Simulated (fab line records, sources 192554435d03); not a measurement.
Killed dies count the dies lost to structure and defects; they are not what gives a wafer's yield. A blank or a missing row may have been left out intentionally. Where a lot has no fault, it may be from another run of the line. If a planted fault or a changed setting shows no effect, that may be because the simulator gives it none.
Chamber matching	flow n5 finfet	4 sister chambers for N5_FIN_SAQP_HM_OPEN_73 on rie diel-02
The step chemistry CHF3/O2, target SiO2, stops on a-Si, target depth 12 nm, time 16.8 s. 8 wafers are shown with their chamber, then 9 later ones without.

## EACH WAFER AND ITS CHAMBER
wafer	chamber	drypump motor current A (A)	showerhead plenum p Torr (Torr)
L082.3	1	6.7	2.36
L083.2	3	5.9	2.56
L083.4	1	6.7	2.36
L085.2	0	5.0	2.30
L085.4	2	5.0	2.43
L088.1	0	5.0	2.29
L088.3	2	4.9	2.43
L088.4	3	5.9	2.56

## WAFERS WHOSE CHAMBER IS MISSING
wafer	drypump motor current A (A)	showerhead plenum p Torr (Torr)
L090.2	4.9	2.42
L090.5	5.9	2.55
L090.6	4.9	2.42
L091.2	4.9	2.42
L091.5	5.9	2.55
L091.6	4.9	2.42
L093.3	5.9	2.55
L093.4	6.7	2.36
L093.6	5.9	2.55

## CHAMBER TAKEN BY EACH
wafer	from the rows above	in truth
L090.2	2	2
L090.5	3	3
L090.6	2	2
L091.2	2	2
L091.5	3	3
L091.6	2	2
L093.3	3	3
L093.4	1	1
L093.6	3	3
Correctly placed: 9 of 9. Left unplaced by these rows: 0. Wrongly placed: 0.
How it was worked out, from the rows above alone: a wafer's distance from a chamber is the root of the sum, over the readings, of the square of ((its reading less the chamber's mean) divided by the reading's scatter). The wafer belongs to the nearest chamber; if the next one is less than 2 further off, it can't be placed. Each chamber's mean is taken over the wafers shown for it. The scatter: the root of (the sum of the squares of (reading less its chamber's mean) over the shown wafers, divided by (wafers less chambers)).
